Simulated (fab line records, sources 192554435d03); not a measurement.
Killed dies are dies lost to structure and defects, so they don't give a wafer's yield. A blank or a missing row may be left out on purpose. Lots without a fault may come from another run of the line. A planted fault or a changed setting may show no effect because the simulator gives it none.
Split-lot experiment | flow n5_finfet | 7 lots, 39 wafers read, on a route of 1938 steps

THE SPLIT
At N5_DUMMY_GATE_ETCH_42 (etches SiO2 in CHF3/O2, target depth 3.5 nm, time 31 s), the setting bias_w was moved away from the recipe's 12 W on 18 of the 39 wafers read, by -18.7% to +6.6%. The other wafers ran this setting at the recipe's value.

The reading is taken at the split's own step.

THE READING
rf_vpp_V, in V, at N5_DUMMY_GATE_ETCH_42 (etches SiO2 in CHF3/O2, target depth 3.5 nm, time 31 s). Fault-free wafers of this fab line usually give 42.5 V, standard deviation 0.76 V.

wafer  | tool, chamber at the split | bias_w as run, W | against the recipe | rf_vpp_V, V | against lot-mates on the recipe
L076.1 | rie_diel-01, 3             | 11.21            | -6.6%              | 39.0        | -3.7
L076.2 | rie_diel-01, 2             | 11.21            | -6.6%              | 40.4        | -2.3
L076.3 | rie_diel-01, 0             | 12               | recipe             | 41.5        | -
L076.4 | rie_diel-01, 3             | 12               | recipe             | 43.1        | -
L076.5 | rie_diel-01, 0             | 12               | recipe             | 43.4        | -
L076.6 | rie_diel-01, 2             | 11.21            | -6.6%              | 41.3        | -1.4
L083.1 | rie_diel-02, 2             | 12.64            | +5.3%              | 43.9        | +2.1
L083.2 | rie_diel-02, 1             | 12.64            | +5.3%              | 43.6        | +1.8
L083.3 | rie_diel-02, 0             | 12               | recipe             | 42.1        | -
L083.4 | rie_diel-02, 1             | 12               | recipe             | 40.9        | -
L083.5 | rie_diel-02, 0             | 12.64            | +5.3%              | 43.9        | +2.1
L083.6 | rie_diel-02, 2             | 12               | recipe             | 42.5        | -
L084.1 | rie_diel-01, 1             | 12               | recipe             | 42.9        | -
L084.2 | rie_diel-01, 3             | 12               | recipe             | 43.5        | -
L084.3 | rie_diel-01, 2             | 12               | recipe             | 42.6        | -
L084.4 | rie_diel-01, 0             | 9.759            | -18.7%             | 37.0        | -6.0
L084.5 | rie_diel-01, 2             | 9.759            | -18.7%             | 37.0        | -6.0
L084.6 | rie_diel-01, 1             | 9.759            | -18.7%             | 35.6        | -7.4
L088.2 | rie_diel-02, 2             | 12               | recipe             | 42.8        | -
L088.5 | rie_diel-02, 0             | 12               | recipe             | 43.0        | -
L088.6 | rie_diel-02, 1             | 12               | recipe             | 43.1        | -
L090.1 | rie_diel-02, 2             | 10.72            | -10.7%             | 38.2        | -4.5
L090.2 | rie_diel-02, 3             | 12               | recipe             | 44.2        | -
L090.3 | rie_diel-02, 0             | 10.72            | -10.7%             | 39.6        | -3.1
L090.4 | rie_diel-02, 1             | 12               | recipe             | 42.3        | -
L090.5 | rie_diel-02, 0             | 10.72            | -10.7%             | 40.3        | -2.4
L090.6 | rie_diel-02, 1             | 12               | recipe             | 41.5        | -
L092.1 | rie_diel-01, 2             | 12               | recipe             | 41.8        | -
L092.2 | rie_diel-01, 1             | 12               | recipe             | 42.6        | -
L092.3 | rie_diel-01, 3             | 12               | recipe             | 42.9        | -
L092.4 | rie_diel-01, 0             | 12.79            | +6.6%              | 43.6        | +1.2
L092.5 | rie_diel-01, 0             | 12.79            | +6.6%              | 44.7        | +2.3
L092.6 | rie_diel-01, 1             | 12.79            | +6.6%              | 45.1        | +2.7
L093.1 | rie_diel-03, 0             | 12               | recipe             | 41.8        | -
L093.2 | rie_diel-03, 3             | 10.02            | -16.5%             | 37.3        | -5.8
L093.3 | rie_diel-03, 2             | 10.02            | -16.5%             | 37.6        | -5.5
L093.4 | rie_diel-03, 3             | 10.02            | -16.5%             | 37.7        | -5.4
L093.5 | rie_diel-03, 0             | 12               | recipe             | 44.8        | -
L093.6 | rie_diel-03, 2             | 12               | recipe             | 42.6        | -

THE FIT
A straight line over all 39 wafers: rf_vpp_V changes by +0.31 V for each +1% of bias_w; r = +0.94; the points scatter about the line by 0.83 V.
The same after taking each lot's own level away (the mean of its wafers on the recipe; 39 wafers): +0.338 V for each +1%; r = +0.96; scatter 0.76 V.
On that fit, the largest move of bias_w shifts the reading by 6.3 V.
The lots' own levels span 41.83 to 43.07 V, that is 1.6 times the standard deviation above.
So the lot-to-lot level changes the slope little: the two slopes agree.
Check: with one of the wafers moved furthest among these (-18.7%) left out of the fit, the line predicts -6.36 V for it against its lot-mates. It came out at -6 V against them.
Tool readings at the split's step, against how far the setting was moved: rf_vpp_V r = +0.94.

OTHER SPLITS ON THESE WAFERS
These wafers also went through other splits before the reading. Each is held against what the fit with the lots' levels taken away leaves over:
other split on the same wafers       | wafers away from the commonest value | r with rf_vpp_V (lot level and that fit taken away)
N5_DUMMY_GATE_ETCH_37 source_w       | 15                                   | -0.15
N5_DUMMY_GATE_ETCH_31 target_depth_a | 12                                   | +0.02

THE FILE'S OWN FIT
rf_vpp_V changes by +0.337 V for each +1% of bias_w, r = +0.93.
